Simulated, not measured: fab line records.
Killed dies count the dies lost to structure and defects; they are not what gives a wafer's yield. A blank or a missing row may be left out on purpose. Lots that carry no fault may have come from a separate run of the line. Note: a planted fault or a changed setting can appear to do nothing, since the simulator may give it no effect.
fab line records	flow nand_harc
record lots=13	wafers=39	last_day=34
route steps=1302 shown A_CONTACT@1085 THIN_TSV@1271 END@1302
lots that met no fault: from a run of the same line without faults
start_h: the number of hours between the record's first day and the start of the first shown wafer of the lot	wait_h: time in hours since the lot's previous step	" as in the row above	L1.1+2: a single row standing in for several wafers	- value missing, or start not given	* or withheld: withheld	< > ~ a bound
route shown NAME@n: names a module that has steps shown in the file, with the first one's number in the route	usual: mean/standard deviation of fault-free wafers	same: alike in all rows	chamber/n: place in a boat	sites: the reading at each site	_std_site: the values' standard deviation	_edge_site: inner sites' mean taken away from outer sites' mean	radius_mm: how far each site lies from the wafer's centre	mask NAME#n: copy n	behind: the most recent tool/chamber to have shaped the wafer	hold: why the lot went on hold/how many hours it stayed there/how the hold came to an end	device: whichever transistor did not switch (one of n, p or np)	end of line: the same wafers' tests at the end of the route	a step given without rows: its recipe and nothing more	killed: at the first sort, the dies lost to defects and structure; wafer yield is something else	map: dies across one wafer; x = killed, . = not, _ = none there
set.NAME: the setting the step ran with; set.NAME@STEP: the setting that earlier step ran with	model.NAME: the simulator's own value behind a step, which no gauge read
steps of the route over a sample of lots; a table a step, a row a wafer
services: when a tool's chamber went out of use (start_h, in hours from the record's first day, below 0 if earlier), for how many hours, and the reason
## steps
# step NHARC_A_CONTACT_ETCH_31
# recipe target_depth_a=28000	over_etch_frac=0.3	time_s=728	ion_energy_ev=150	o2_flow_sccm=400	cos_flow_sccm=20	ar_flow_sccm=0	rf_w=500	bias_w=300	chemistry=O2/COS
# usual cos_flow_sccm=19.99/0.07	drypump_motor_current_A=5.7/0.33	oes_product_au=1.002/0.012	rf_vpp_V=313.3/2.1	showerhead_plenum_p_Torr=3.07/0.13	throttle_valve_pct=28.330/0.0086
lot.wafer	tool	chamber	start_h	wait_h	cos_flow_sccm	drypump_motor_current_A	oes_product_au	rf_hours_counter_h	rf_vpp_V	showerhead_plenum_p_Torr	throttle_valve_pct
L679.3	rie_diel-03	1	508.35	-	19.94	5.1	1.015	9	312.1	3.02	28.330
L679.5	"	0	"	"	19.99	5.8	1.017	-	313.1	2.93	28.334
L679.6	"	1	"	"	19.94	5.1	1.012	-	312.1	3.02	28.333
L680.4	rie_diel-03	2	524.09	-	20.07	5.8	1.006	11	311.3	2.98	28.339
L680.2	"	3	"	"	19.99	5.2	0.991	9	316.2	3.30	28.323
L680.5	"	1	"	"	19.95	5.1	0.996	-	312.0	3.02	28.323
L682.1	rie_diel-03	3	542.22	-	20.06	5.2	0.987	13	316.8	3.30	28.319
L682.4	"	1	"	"	20.03	5.1	1.010	16	313.6	3.02	28.334
L682.5	"	3	"	"	20.17	5.3	0.996	-	316.7	3.30	28.337
L685.2	rie_diel-03	0	555.36	-	20.02	5.8	1.022	18	312.5	2.93	28.338
L685.3	"	1	"	"	19.97	5.1	1.007	18	312.8	3.02	28.334
L685.4	"	3	"	"	20.10	5.2	0.995	16	315.7	3.30	28.337
L683.4	rie_diel-08	1	558.69	-	19.94	5.5	1.006	2	313.2	2.99	28.333
L683.2	"	2	"	"	20.01	5.9	0.989	2	315.2	3.18	28.328
L683.3	"	3	"	"	20.05	6.4	0.979	2	316.1	3.22	28.330
L690.4	rie_diel-03	1	635.18	-	20.02	5.1	1.007	31	313.0	3.01	28.320
L690.1	"	2	"	"	20.06	5.8	1.001	29	311.3	2.97	28.313
L690.5	"	0	"	"	19.97	5.8	0.999	-	311.1	2.92	28.332
L691.1	rie_diel-03	2	646.28	-	19.92	5.8	0.983	0	313.1	2.97	28.331
L691.4	"	3	"	"	19.88	5.2	0.986	0	316.0	3.29	28.328
L691.3	"	1	"	"	19.98	5.1	1.027	0	313.8	3.01	28.322
L695.2	rie_diel-12	1	672.41	-	20.05	5.7	1.007	17	312.1	2.98	28.332
L695.5	"	3	"	"	20.10	6.0	1.013	-	315.6	3.16	28.325
L695.6	"	0	"	"	19.88	5.8	1.002	-	311.1	3.01	28.336
L697.2	rie_diel-12	0	688.17	-	19.88	5.8	1.005	25	313.1	3.00	28.311
L697.3	"	2	"	"	20.15	5.9	1.019	10	314.2	3.16	28.324
L697.5	"	0	"	"	19.92	5.8	1.002	-	310.9	3.00	28.341
L696.2	rie_diel-12	1	689.66	-	20.05	5.6	1.009	21	311.1	2.97	28.318
L696.3	"	0	"	"	20.08	5.7	0.990	26	313.2	3.00	28.334
L696.5	"	2	"	"	20.01	5.9	1.002	-	314.3	3.16	28.333
L699.2	rie_diel-08	3	708.90	-	20.00	6.3	0.983	51	314.5	3.20	28.330
L699.3	"	1	"	"	20.09	5.4	1.006	54	313.3	2.97	28.329
L699.5	"	3	"	"	20.09	6.3	0.991	-	314.3	3.20	28.332
L700.3	rie_diel-12	3	720.87	-	19.94	6.1	0.996	33	315.0	3.15	28.318
L700.4	"	0	"	"	20.03	5.8	1.020	35	313.4	3.00	28.342
L700.6	"	3	"	"	20.00	6.0	0.991	-	315.1	3.15	28.340
L702.1	rie_diel-03	2	770.58	-	19.96	5.8	0.970	24	312.7	2.96	28.336
L702.4	"	3	"	"	20.02	5.2	1.001	3	317.3	3.29	28.339
L702.5	"	3	"	"	19.96	5.2	0.991	-	315.9	3.29	28.325
# step NHARC_THIN_TSV_PRE_CLEAN_50
# recipe time_s=30	temp_c=280	gas=H2/He
# usual heater_power_w=406/38	susceptor_temp_C=280.01/0.19
lot.wafer	tool	chamber	start_h	wait_h	heater_power_w	susceptor_temp_C
L679.3	pvd_sputter-01	-	-	-	393	280.13
L679.6	"	-	"	"	372	279.80
L679.5	"	-	"	"	339	279.95
L680.2	pvd_sputter-01	-	-	-	339	-
L680.4	"	-	"	"	429	-
L680.5	"	-	"	"	395	-
L682.1	pvd_sputter-01	-	-	-	355	280.08
L682.4	"	-	"	"	401	279.96
L682.5	"	-	"	"	340	280.01
L685.4	pvd_sputter-02	-	-	-	432	279.70
L685.3	"	-	"	"	488	280.29
L685.2	"	-	"	"	401	279.93
L683.2	pvd_sputter-02	-	-	-	426	280.30
L683.3	"	-	"	"	486	280.12
L683.4	"	-	"	"	393	280.12
L690.4	pvd_sputter-01	-	-	-	378	280.18
L690.1	"	-	"	"	347	280.12
L690.5	"	-	"	"	373	280.02
L691.3	pvd_sputter-02	-	-	-	399	280.14
L691.4	"	-	"	"	436	279.82
L691.1	"	-	"	"	506	279.89
L695.2	pvd_sputter-02	-	709.24	-	419	279.97
L695.6	"	-	"	"	500	280.28
L695.5	"	-	"	"	423	280.17
L697.3	pvd_sputter-03	-	-	-	410	279.86
L697.2	"	-	"	"	365	279.76
L697.5	"	-	"	"	393	279.75
L696.2	pvd_sputter-01	-	-	-	418	280.00
L696.3	"	-	"	"	376	279.84
L696.5	"	-	"	"	422	280.10
L699.2	pvd_sputter-01	-	-	-	390	280.12
L699.3	"	-	"	"	373	279.59
L699.5	"	-	"	"	397	280.42
L700.3	pvd_sputter-01	-	-	-	381	279.87
L700.4	"	-	"	"	349	280.00
L700.6	"	-	"	"	393	280.15
L702.1	pvd_sputter-01	-	-	-	410	280.24
L702.4	"	-	"	"	407	280.22
L702.5	"	-	"	"	409	280.11
# step NHARC_THIN_TSV_PVD_51
# recipe target_thk_a=1000	chamber_pressure_pa=5	material=Cu
# usual throttle_valve_pct=29.9/0.84
lot.wafer	tool	chamber	start_h	wait_h	throttle_valve_pct
L679.3	pvd_sputter-01	-	-	-	30.1
L679.6	"	-	"	"	30.8
L679.5	"	-	"	"	29.7
L680.2	pvd_sputter-01	-	-	-	29.3
L680.4	"	-	"	"	30.7
L680.5	"	-	"	"	30.5
L682.4	pvd_sputter-01	-	-	-	30.4
L682.1	"	-	"	"	29.4
L682.5	"	-	"	"	29.8
L685.4	pvd_sputter-02	-	-	-	32.2
L685.3	"	-	"	"	29.5
L685.2	"	-	"	"	29.0
L683.4	pvd_sputter-02	-	-	-	29.8
L683.2	"	-	"	"	29.8
L683.3	"	-	"	"	29.3
L690.4	pvd_sputter-01	-	-	-	29.6
L690.1	"	-	"	"	30.0
L690.5	"	-	"	"	28.7
L691.4	pvd_sputter-02	-	-	-	29.2
L691.3	"	-	"	"	30.4
L691.1	"	-	"	"	29.5
L695.2	pvd_sputter-02	-	-	-	29.3
L695.6	"	-	"	"	29.6
L695.5	"	-	"	"	29.5
L697.2	pvd_sputter-03	-	-	-	30.3
L697.3	"	-	"	"	30.6
L697.5	"	-	"	"	29.9
L696.3	pvd_sputter-01	-	-	-	28.6
L696.2	"	-	"	"	29.8
L696.5	"	-	"	"	28.5
L699.3	pvd_sputter-01	-	-	-	29.7
L699.2	"	-	"	"	30.2
L699.5	"	-	"	"	29.4
L700.3	pvd_sputter-01	-	-	-	29.6
L700.4	"	-	"	"	28.9
L700.6	"	-	"	"	30.1
L702.4	pvd_sputter-01	-	-	-	29.4
L702.1	"	-	"	"	30.8
L702.5	"	-	"	"	30.1
# step NHARC_THIN_TSV_ETCH_36
# recipe target_depth_a=650	over_etch_frac=0.3	time_s=18.571	ion_energy_ev=150	chemistry=Cl2/BCl3
# usual drypump_motor_current_A=5.8/0.62	oes_product_au=0.999/0.0095
lot.wafer	tool	chamber	start_h	wait_h	drypump_motor_current_A	oes_product_au	rf_hours_counter_h
L679.3	rie_metal-01	0	551.08	0.1	6.2	0.980	-
L679.6	"	0	"	"	6.2	0.989	-
L679.5	"	1	"	"	4.8	1.002	-
L680.2	rie_metal-03	1	563.50	0.2	6.3	1.004	0.5
L680.4	"	0	"	"	6.5	1.003	-
L680.5	"	1	"	"	6.3	1.000	-
L682.1	rie_metal-01	0	585.34	0.2	6.2	1.004	0.2
L682.4	"	0	"	"	6.2	0.988	-
L682.5	"	0	"	"	6.2	0.995	-
L685.2	rie_metal-01	1	594.79	0.2	4.8	1.013	0.4
L685.4	"	0	"	"	6.2	0.996	-
L685.3	"	1	"	"	4.8	1.010	-
L683.2	rie_metal-02	1	600.19	0.2	5.5	0.995	2.7
L683.3	"	0	"	"	5.7	1.018	-
L683.4	"	1	"	"	5.5	1.004	-
L690.1	rie_metal-03	1	675.67	0.2	6.3	0.994	2.0
L690.4	"	0	"	"	6.5	1.009	-
L690.5	"	0	"	"	6.4	0.990	-
L691.1	rie_metal-01	1	697.90	0.2	4.8	0.997	2.4
L691.3	"	1	"	"	4.8	0.994	-
L691.4	"	0	"	"	6.2	0.997	-
L695.2	rie_metal-03	0	712.99	0.2	6.5	1.003	0.2
L695.5	"	0	"	"	6.5	1.010	-
L695.6	"	1	"	"	6.3	0.991	-
L697.2	rie_metal-02	1	728.18	0.2	5.5	0.995	1.4
L697.3	"	0	"	"	5.6	1.001	-
L697.5	"	0	"	"	5.6	0.997	-
L696.2	rie_metal-02	0	729.43	0.2	5.7	0.988	1.8
L696.3	"	0	"	"	5.7	1.009	-
L696.5	"	0	"	"	5.7	1.006	-
L699.2	rie_metal-03	1	753.26	0.3	6.3	0.989	1.0
L699.3	"	1	"	"	6.3	0.987	-
L699.5	"	1	"	"	6.3	0.998	-
L700.3	rie_metal-03	0	763.60	0.3	6.4	0.996	-
L700.4	"	0	"	"	6.5	1.004	-
L700.6	"	0	"	"	6.4	1.002	-
L702.1	rie_metal-03	1	812.54	0.2	6.3	1.002	1.7
L702.4	"	1	"	"	6.3	1.007	-
L702.5	"	0	"	"	6.5	1.000	-
# step NHARC_END_SORT_01
# recipe temp_c=25
# usual killed_at_array=56/17	killed_at_other=1.2/1.4	killed_at_periphery=4/3.2	killed_dies=61/16	killed_open=3.6/2.1	killed_short=2.7/1.8
# same gross_dies=677
lot.wafer	tool	chamber	start_h	wait_h	killed_at_array	killed_at_other	killed_at_periphery	killed_dies	killed_open	killed_short
L679.3	prober-01	0	561.11	3.1	41	0	8	49	3	2
L679.5	prober-01	0	562.69	3.7	40	0	3	43	3	0
L679.6	prober-01	0	563.48	4.0	40	0	6	46	5	5
L680.2	prober-01	0	571.61	2.8	49	0	3	52	7	4
L680.4	prober-01	0	573.21	3.4	34	1	0	35	2	4
L680.5	prober-01	0	574.01	3.7	44	1	2	47	4	2
L682.1	prober-02	0	593.92	2.5	58	2	3	63	2	5
L682.4	prober-02	0	596.32	3.4	45	2	4	51	2	2
L682.5	prober-02	0	597.12	3.7	40	4	4	48	4	3
L685.2	prober-01	0	604.06	2.8	71	2	6	79	2	5
L685.3	prober-01	0	604.87	3.1	71	0	3	74	1	2
L685.4	prober-01	0	605.67	3.4	57	2	3	62	2	3
L683.2	prober-01	0	611.85	2.8	60	0	4	64	3	2
L683.3	prober-01	0	612.63	3.1	71	0	3	74	6	1
L683.4	prober-01	0	613.41	3.3	74	0	2	76	4	5
L690.1	prober-01	0	684.13	2.5	151	0	4	155	5	2
L690.4	prober-01	0	686.53	3.4	129	2	3	134	1	3
L690.5	prober-01	0	687.33	3.7	136	0	2	138	4	2
L691.1	prober-02	0	706.58	2.6	154	0	5	159	2	6
L691.3	prober-02	0	708.18	3.1	107	1	3	111	3	1
L691.4	prober-02	0	708.98	3.4	156	0	2	158	5	2
L695.2	prober-02	0	722.42	2.8	69	5	1	75	0	0
L695.5	prober-02	0	724.80	3.7	66	3	4	73	2	2
L695.6	prober-02	0	725.59	4.0	81	1	2	84	4	2
L696.2	prober-02	0	737.96	2.8	51	0	2	53	3	6
L696.3	prober-02	0	738.76	3.1	43	0	2	45	1	2
L696.5	prober-02	0	740.37	3.7	67	0	4	71	4	6
L697.2	prober-01	0	739.22	2.8	74	0	8	82	3	4
L697.3	prober-01	0	740.03	3.1	87	0	3	90	2	1
L697.5	prober-01	0	741.63	3.7	74	0	14	88	0	4
L699.2	prober-01	0	764.03	2.8	87	2	1	90	2	1
L699.3	prober-01	0	764.83	3.1	82	3	1	86	2	2
L699.5	prober-01	0	766.43	3.7	85	0	3	88	3	2
L700.3	prober-02	0	774.29	3.1	56	3	9	68	7	3
L700.4	prober-02	0	775.07	3.3	36	2	4	42	3	2
L700.6	prober-02	0	776.63	3.9	45	6	6	57	4	4
L702.1	prober-02	0	821.86	2.5	46	6	16	68	3	2
L702.4	prober-02	0	824.26	3.4	40	1	9	50	3	2
L702.5	prober-02	0	825.06	3.7	60	2	10	72	4	3
# killed by level:class
L679.3 A_SLIT:chamber_film_flake=23 P_ZERO_WELL:chamber_film_flake=6 A_CHANNEL_HOLE_D2:chamber_film_flake=4 A_CHANNEL_FILL_D1:chamber_film_flake=3 P_BONDPAD:chamber_film_flake=2 A_CHANNEL_HOLE_D1:chamber_film_flake=2 A_STAIRCASE:chamber_film_flake=2 A_CHANNEL_HOLE_D1:geometric_particle:short=1
L679.5 A_SLIT:chamber_film_flake=19 A_CHANNEL_HOLE_D2:chamber_film_flake=9 P_ZERO_WELL:chamber_film_flake=3 A_CHANNEL_FILL_D1:chamber_film_flake=2 A_CHANNEL_FILL_D2:chamber_film_flake=2 A_STAIRCASE:chamber_film_flake=2 A_WL_FILL:geometric_particle:open=1 A_CONTACT:geometric_particle:open=1
L679.6 A_SLIT:chamber_film_flake=19 A_CHANNEL_HOLE_D2:chamber_film_flake=8 P_CONTACT:geometric_particle:open=2 A_ONON_D1:geometric_particle:short=2 A_M0:geometric_particle:short=2 P_ZERO_WELL:chamber_film_flake=2 A_STAIRCASE:chamber_film_flake=2 A_CONTACT:chamber_film_flake=2
L680.2 A_CHANNEL_HOLE_D2:chamber_film_flake=31 A_CONTACT:chamber_film_flake=3 A_STAIRCASE:chamber_film_flake=2 A_ONON_D1:geometric_particle:open=2 A_CHANNEL_FILL_D1:geometric_particle:open=2 A_CHANNEL_HOLE_D1:chamber_film_flake=2 A_BONDPAD:chamber_film_flake=2 P_GATE:geometric_particle:open=1
L680.4 A_CHANNEL_HOLE_D2:chamber_film_flake=23 A_SOURCE_PLATE:geometric_particle:short=2 A_CHANNEL_HOLE_D1:chamber_film_flake=2 A_STAIRCASE:chamber_film_flake=2 A_CONTACT:chamber_film_flake=2 A_ONON_D1:geometric_particle:open=1 A_CHANNEL_FILL_D2:geometric_particle:open=1 A_STAIRCASE:geometric_particle:short=1
L680.5 A_CHANNEL_HOLE_D2:chamber_film_flake=30 A_CHANNEL_HOLE_D1:chamber_film_flake=4 A_CONTACT:chamber_film_flake=4 A_ONON_D2:geometric_particle:open=2 A_ONON_D1:geometric_particle:short=1 A_CHANNEL_FILL_D2:geometric_particle:short=1 A_M1:geometric_particle:open=1 STARTING-WAFER:geometric_particle:open=1
L682.1 A_CHANNEL_HOLE_D1:chamber_film_flake=37 A_CHANNEL_HOLE_D2:chamber_film_flake=13 A_DECK1_JOINT:geometric_particle:short=2 P_STI:chamber_film_flake=2 THIN_TSV:chamber_film_flake=2 P_CONTACT:geometric_particle:short=1 A_ONON_D1:geometric_particle:short=1 A_ONON_D2:geometric_particle:short=1
L682.4 A_CHANNEL_HOLE_D1:chamber_film_flake=34 A_CHANNEL_HOLE_D2:chamber_film_flake=3 P_STI:chamber_film_flake=2 THIN_TSV:chamber_film_flake=2 P_CONTACT:geometric_particle:open=1 A_SOURCE_PLATE:geometric_particle:open=1 A_CHANNEL_FILL_D1:geometric_particle:short=1 A_BLC:geometric_particle:short=1
L682.5 A_CHANNEL_HOLE_D1:chamber_film_flake=23 A_CHANNEL_HOLE_D2:chamber_film_flake=8 THIN_TSV:chamber_film_flake=4 A_STAIRCASE:chamber_film_flake=3 P_CONTACT:geometric_particle:short=2 A_ONON_D2:geometric_particle:open=2 P_M0:geometric_particle:open=1 A_SOURCE_PLATE:geometric_particle:short=1
L685.2 A_CHANNEL_HOLE_D2:chamber_film_flake=36 A_SLIT:chamber_film_flake=30 P_CONTACT:geometric_particle:short=3 A_CHANNEL_HOLE_D1:chamber_film_flake=2 THIN_TSV:chamber_film_flake=2 P_CONTACT:geometric_particle:open=1 P_M0:geometric_particle:short=1 A_CHANNEL_FILL_D2:geometric_particle:short=1
L685.3 A_CHANNEL_HOLE_D2:chamber_film_flake=36 A_SLIT:chamber_film_flake=26 A_CHANNEL_HOLE_D1:chamber_film_flake=2 A_CONTACT:chamber_film_flake=2 P_CONTACT:geometric_particle:open=1 P_CONTACT:geometric_particle:short=1 A_ONON_D1:geometric_particle:short=1 P_ZERO_WELL:chamber_film_flake=1
L685.4 A_SLIT:chamber_film_flake=23 A_CHANNEL_HOLE_D2:chamber_film_flake=20 A_CHANNEL_HOLE_D1:chamber_film_flake=3 A_CONTACT:chamber_film_flake=3 P_CONTACT:geometric_particle:short=2 A_CHANNEL_FILL_D1:chamber_film_flake=2 A_STAIRCASE:chamber_film_flake=2 THIN_TSV:chamber_film_flake=2
L683.2 A_SLIT:chamber_film_flake=26 A_CHANNEL_HOLE_D2:chamber_film_flake=19 A_CONTACT:chamber_film_flake=5 A_ZERO_WELL:chamber_film_flake=3 A_CHANNEL_FILL_D1:chamber_film_flake=2 P_STI:geometric_particle:short=1 P_CONTACT:geometric_particle:open=1 P_M0:geometric_particle:open=1
L683.3 A_SLIT:chamber_film_flake=28 A_CHANNEL_HOLE_D2:chamber_film_flake=26 A_CONTACT:chamber_film_flake=6 A_CHANNEL_FILL_D1:geometric_particle:open=3 P_GATE:chamber_film_flake=3 A_ZERO_WELL:chamber_film_flake=2 A_ONON_D2:geometric_particle:open=1 A_CHANNEL_FILL_D2:geometric_particle:open=1
L683.4 A_CHANNEL_HOLE_D2:chamber_film_flake=29 A_SLIT:chamber_film_flake=26 A_CHANNEL_FILL_D2:chamber_film_flake=3 A_DECK1_JOINT:geometric_particle:short=2 A_CHANNEL_FILL_D2:geometric_particle:short=2 A_M0:geometric_particle:open=2 P_GATE:chamber_film_flake=2 A_STAIRCASE:chamber_film_flake=2
L690.1 A_CONTACT:unspecified=87 A_CHANNEL_HOLE_D1:chamber_film_flake=21 A_CHANNEL_HOLE_D2:chamber_film_flake=17 A_SLIT:chamber_film_flake=17 A_CHANNEL_FILL_D1:geometric_particle:open=3 P_M1:chamber_film_flake=2 P_CONTACT:geometric_particle:short=1 A_STAIRCASE:geometric_particle:open=1
L690.4 A_CONTACT:unspecified=78 A_CHANNEL_HOLE_D1:chamber_film_flake=23 A_CHANNEL_HOLE_D2:chamber_film_flake=11 A_SLIT:chamber_film_flake=6 A_STAIRCASE:chamber_film_flake=3 P_M1:chamber_film_flake=2 A_WL_FILL:chamber_film_flake=2 THIN_TSV:chamber_film_flake=2
L690.5 A_CONTACT:unspecified=60 A_SLIT:chamber_film_flake=36 A_CHANNEL_HOLE_D1:chamber_film_flake=19 A_CHANNEL_HOLE_D2:chamber_film_flake=8 A_CONTACT:chamber_film_flake=5 A_STAIRCASE:chamber_film_flake=2 P_M2:geometric_particle:open=1 A_ONON_D2:geometric_particle:short=1
L691.1 A_CONTACT:unspecified=100 A_SLIT:chamber_film_flake=37 A_CHANNEL_HOLE_D1:chamber_film_flake=4 A_CONTACT:chamber_film_flake=4 P_M2:chamber_film_flake=3 A_WL_FILL:geometric_particle:short=2 A_CHANNEL_HOLE_D2:chamber_film_flake=2 P_STI:geometric_particle:short=1
L691.3 A_CONTACT:unspecified=88 A_SLIT:chamber_film_flake=5 P_M2:chamber_film_flake=3 A_SGD_CUT:chamber_film_flake=3 A_CHANNEL_FILL_D1:chamber_film_flake=2 A_CHANNEL_FILL_D2:geometric_particle:short=1 A_BLC:geometric_particle:open=1 A_M0:geometric_particle:open=1
L691.4 A_CONTACT:unspecified=98 A_SLIT:chamber_film_flake=35 A_CONTACT:chamber_film_flake=6 A_CHANNEL_HOLE_D1:chamber_film_flake=3 A_DECK1_JOINT:chamber_film_flake=3 A_CHANNEL_FILL_D2:geometric_particle:open=2 A_CHANNEL_FILL_D1:chamber_film_flake=2 A_STAIRCASE:chamber_film_flake=2
L695.2 A_CHANNEL_HOLE_D1:chamber_film_flake=34 A_SLIT:chamber_film_flake=31 THIN_TSV:chamber_film_flake=5 A_STAIRCASE:chamber_film_flake=2 P_M0:chamber_film_flake=1 A_ZERO_WELL:chamber_film_flake=1 A_CONTACT:chamber_film_flake=1
L695.5 A_SLIT:chamber_film_flake=31 A_CHANNEL_HOLE_D1:chamber_film_flake=23 A_STAIRCASE:chamber_film_flake=6 P_M0:chamber_film_flake=3 THIN_TSV:chamber_film_flake=3 A_CHANNEL_FILL_D2:geometric_particle:short=2 A_ONON_D1:geometric_particle:open=1 A_SGD_CUT:geometric_particle:open=1
L695.6 A_CHANNEL_HOLE_D1:chamber_film_flake=36 A_SLIT:chamber_film_flake=36 A_STAIRCASE:chamber_film_flake=3 A_CHANNEL_HOLE_D2:geometric_particle:open=2 P_CONTACT:geometric_particle:open=1 A_ONON_D2:geometric_particle:open=1 A_CHANNEL_HOLE_D2:geometric_particle:short=1 A_WL_FILL:geometric_particle:short=1
L696.2 A_CHANNEL_HOLE_D2:chamber_film_flake=21 A_CHANNEL_HOLE_D1:chamber_film_flake=7 A_CONTACT:chamber_film_flake=7 A_SLIT:chamber_film_flake=3 A_WL_FILL:chamber_film_flake=2 P_CONTACT:geometric_particle:short=1 A_CHANNEL_HOLE_D1:geometric_particle:short=1 A_CHANNEL_HOLE_D1:geometric_particle:open=1
L696.3 A_CHANNEL_HOLE_D2:chamber_film_flake=21 A_CHANNEL_HOLE_D1:chamber_film_flake=12 A_SLIT:chamber_film_flake=4 P_M0:geometric_particle:open=1 A_DECK1_JOINT:geometric_particle:short=1 A_BLC:geometric_particle:short=1 P_STI:chamber_film_flake=1 A_DECK1_JOINT:chamber_film_flake=1
L697.2 A_SLIT:chamber_film_flake=39 A_CHANNEL_HOLE_D1:chamber_film_flake=24 A_BONDPAD:chamber_film_flake=4 P_ZERO_WELL:chamber_film_flake=3 P_BONDPAD:chamber_film_flake=2 P_STI:geometric_particle:short=1 P_M0:geometric_particle:short=1 P_M1:geometric_particle:open=1
L697.3 A_SLIT:chamber_film_flake=37 A_CHANNEL_HOLE_D1:chamber_film_flake=32 A_STAIRCASE:chamber_film_flake=6 A_CONTACT:chamber_film_flake=3 A_BONDPAD:chamber_film_flake=3 A_ONON_D2:geometric_particle:open=2 P_ZERO_WELL:chamber_film_flake=2 A_DECK1_JOINT:chamber_film_flake=2
L696.5 A_CHANNEL_HOLE_D2:chamber_film_flake=25 A_CHANNEL_HOLE_D1:chamber_film_flake=13 A_SLIT:chamber_film_flake=10 A_CONTACT:chamber_film_flake=6 A_ONON_D2:geometric_particle:short=3 P_STI:chamber_film_flake=3 A_STAIRCASE:chamber_film_flake=2 P_GATE:geometric_particle:open=1
L697.5 A_CHANNEL_HOLE_D1:chamber_film_flake=35 A_SLIT:chamber_film_flake=29 P_ZERO_WELL:chamber_film_flake=5 P_BONDPAD:chamber_film_flake=5 A_STAIRCASE:chamber_film_flake=3 A_WL_FILL:chamber_film_flake=3 P_CONTACT:geometric_particle:short=2 A_CONTACT:chamber_film_flake=2
L699.2 A_SLIT:chamber_film_flake=36 A_CHANNEL_HOLE_D2:chamber_film_flake=22 A_CHANNEL_HOLE_D1:chamber_film_flake=11 A_CONTACT:chamber_film_flake=7 A_CHANNEL_FILL_D1:chamber_film_flake=3 HYBRID_BOND:chamber_film_flake=2 A_STAIRCASE:chamber_film_flake=2 A_M1:chamber_film_flake=2
L699.3 A_CHANNEL_HOLE_D2:chamber_film_flake=29 A_SLIT:chamber_film_flake=25 A_CHANNEL_HOLE_D1:chamber_film_flake=13 A_CONTACT:chamber_film_flake=4 A_M1:chamber_film_flake=3 A_CHANNEL_FILL_D1:chamber_film_flake=2 A_WL_FILL:chamber_film_flake=2 HYBRID_BOND:chamber_film_flake=2
L699.5 A_SLIT:chamber_film_flake=26 A_CHANNEL_HOLE_D2:chamber_film_flake=21 A_CHANNEL_HOLE_D1:chamber_film_flake=12 A_CONTACT:chamber_film_flake=10 A_WL_FILL:chamber_film_flake=5 A_CHANNEL_FILL_D1:chamber_film_flake=4 A_DECK1_JOINT:chamber_film_flake=2 A_STAIRCASE:chamber_film_flake=2
L700.3 A_CHANNEL_HOLE_D2:chamber_film_flake=35 A_CONTACT:chamber_film_flake=6 A_SLIT:chamber_film_flake=4 P_CONTACT:geometric_particle:open=3 THIN_TSV:chamber_film_flake=2 A_CHANNEL_FILL_D2:geometric_particle:open=2 P_ZERO_WELL:chamber_film_flake=2 P_GATE:chamber_film_flake=2
L700.4 A_CHANNEL_HOLE_D2:chamber_film_flake=24 A_SLIT:chamber_film_flake=4 A_CHANNEL_FILL_D1:chamber_film_flake=2 THIN_TSV:chamber_film_flake=2 P_GATE:geometric_particle:open=1 P_CONTACT:geometric_particle:short=1 A_ONON_D1:geometric_particle:open=1 A_CHANNEL_FILL_D1:geometric_particle:open=1
L700.6 A_CHANNEL_HOLE_D2:chamber_film_flake=26 A_CONTACT:chamber_film_flake=6 THIN_TSV:chamber_film_flake=6 P_CONTACT:geometric_particle:open=3 P_GATE:chamber_film_flake=2 A_CHANNEL_HOLE_D1:unspecified=2 A_STAIRCASE:chamber_film_flake=2 A_SLIT:chamber_film_flake=2
L702.1 A_SLIT:chamber_film_flake=34 P_CONTACT:chamber_film_flake=10 A_STAIRCASE:chamber_film_flake=5 THIN_TSV:chamber_film_flake=5 A_M0:chamber_film_flake=3 P_BONDPAD:chamber_film_flake=2 P_M0:geometric_particle:open=1 A_ONON_D1:geometric_particle:short=1
L702.4 A_SLIT:chamber_film_flake=27 P_CONTACT:chamber_film_flake=5 A_STAIRCASE:chamber_film_flake=4 A_CONTACT:chamber_film_flake=4 P_M1:geometric_particle:open=2 P_M1:geometric_particle:short=1 A_CHANNEL_FILL_D2:geometric_particle:open=1 A_CHANNEL_FILL_D2:geometric_particle:short=1
L702.5 A_SLIT:chamber_film_flake=37 A_STAIRCASE:chamber_film_flake=5 A_CONTACT:chamber_film_flake=5 P_GATE:chamber_film_flake=3 A_CHANNEL_FILL_D2:geometric_particle:short=2 P_STI:chamber_film_flake=2 P_CONTACT:chamber_film_flake=2 P_BONDPAD:chamber_film_flake=2
## services
tool	chamber	start_h	hours	kind
rie_diel-03	3	503.18	1.4	repair
pvd_sputter-01	-	504.72	1.1	repair
rie_metal-03	-	519.00	9.0	pm
rie_diel-12	1	544.04	2.3	repair
pvd_sputter-01	-	563.59	2.2	repair
pvd_sputter-01	-	571.11	7.1	repair
rie_metal-01	-	575.00	9.0	pm
pvd_sputter-02	-	581.01	4.6	repair
rie_diel-12	2	582.04	17.2	repair
pvd_sputter-01	-	596.88	1.0	repair
rie_diel-03	-	600.39	0.8	repair
rie_diel-12	-	624.46	9.0	pm
rie_diel-12	1	633.81	3.7	repair
rie_diel-03	-	635.90	9.0	pm
pvd_sputter-02	-	638.05	10.0	pm
rie_diel-12	2	638.94	16.7	repair
rie_diel-03	-	666.95	0.5	repair
rie_metal-03	-	696.00	9.0	pm
pvd_sputter-01	-	709.21	2.4	repair
rie_metal-01	0	710.47	1.3	repair
pvd_sputter-01	-	736.16	2.0	repair
rie_diel-03	0	757.81	12.7	repair
rie_metal-03	1	760.31	13.9	repair
rie_diel-03	1	793.11	16.4	repair
## key
first_sign step=NHARC_END_SORT_01	reading=killed_at_array	direction=up	sigmas=5	usual=56	struck=139
effect step=NHARC_END_SORT_01	reading=killed_dies	direction=up	sigmas=4.9	usual=61	struck=142
more_kills_born_at NHARC_A_CONTACT_ETCH_31@rie_diel-03=509
met_at NHARC_A_CONTACT_ETCH_31
struck_lots L690,L691
tester_left_out L690,L691
not_acting_at NHARC_THIN_TSV_PRE_CLEAN_50,NHARC_THIN_TSV_PVD_51,NHARC_THIN_TSV_ETCH_36
onset_between 555.36 635.18
fault kind=chamber_particle_source	tool=rie_diel-03	chamber=-	onset_h=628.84	steps=NHARC_A_CONTACT_ETCH_31	rate_per_visit_cm2=1.4752	end_h=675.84
# tester_left_out: of these lots the tester's yield and bins aren't shown, on N5 and GAA mostly nor the transistor test; their killed dies are dies lost to structure and defects alone, not to doping, threshold or leakage, so they don't give the yield
